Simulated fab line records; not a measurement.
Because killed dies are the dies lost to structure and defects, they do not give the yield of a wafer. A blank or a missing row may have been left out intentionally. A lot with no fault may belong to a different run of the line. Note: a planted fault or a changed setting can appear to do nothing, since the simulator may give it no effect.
The tool behind it: which one? ; flow n5-finfet ; 12 lots, 36 wafers sampled, at 2 steps of a route of 1938

== WHAT THE GAUGES READ, wafer by wafer ==
N5_BEOL_M15_CD_MEAS_17 targets a cd of 360 nm.
lot;measured;on;cd-nm (nm)
L074;day 12 19:53;cd-sem-01;361.3 360.8 362.4
L077;day 13 05:50;cd-sem-03;361.7 362.1 361.7
L079;day 13 10:17;cd-sem-02;360.1 360.9 362.8
L083;day 13 19:19;cd-sem-02;364.1 362.2 363.4
L084;day 15 00:59;cd-sem-02;360.9 359.1 358.3
L088;day 15 03:44;cd-sem-03;358.6 359.8 361.2
L086;day 15 17:26;cd-sem-03;357.9 357.1 358.8
L089;day 16 04:48;cd-sem-01;360.5 364.1 359.2
L090;day 16 11:35;cd-sem-01;361.0 360.7 357.9
L093;day 16 23:19;cd-sem-03;361.7 361.3 361.9
L095;day 17 09:57;cd-sem-01;360.7 359.9 361.1
L097;day 18 12:38;cd-sem-02;362.3 363.1 359.2

== WHICH TOOL RAN EACH LOT (tool, then ch and the chambers of the sampled wafers, then the start) ==
lot;N5_BEOL_M14_STRIP_63
L074;rie-diel-03 ch 0,2,3, day 12 19:53 or earlier
L077;rie-diel-01 ch 0,3, day 13 05:50 or earlier
L079;rie-diel-01 ch 2,3, day 13 10:17 or earlier
L083;rie-diel-03 ch 0,1,2, day 13 19:19 or earlier
L084;rie-diel-06 ch 0,1,2, day 15 00:59 or earlier
L088;rie-diel-06 ch 0,1,3, day 15 03:44 or earlier
L086;rie-diel-03 ch 0,1,3, day 15 17:26 or earlier
L089;rie-diel-01 ch 1,2, day 16 04:48 or earlier
L090;rie-diel-01 ch 0,1,2, day 16 11:35 or earlier
L093;rie-diel-01 ch 1,2, day 16 23:19 or earlier
L095;rie-diel-01 ch 1,2, day 17 09:57 or earlier
L097;rie-diel-01 ch 1,2,3, day 18 12:38 or earlier
- N5_BEOL_M14_STRIP_63: strips in O2.

== THE ANSWER, worked out from the rows above alone ==
Rule: usual is defined by the lots themselves. Put in order of their means at a reading, lots are off if they are a third of the lots or fewer, leave a main group of 4 or more, and stand apart from it by a gap of 3 or more times the standard deviation of the main group's means; of several such gaps the widest counts. If all means in a main group match to the digits the tables above print for the reading, that group is not used. A lot without any number at a reading at which 4 lots or more have one is off too. The other lots that the step has rows for count as sound.
None of the lots is off at any reading shown; this tells nothing.

== WHAT THE SIMULATOR PUT IN ==
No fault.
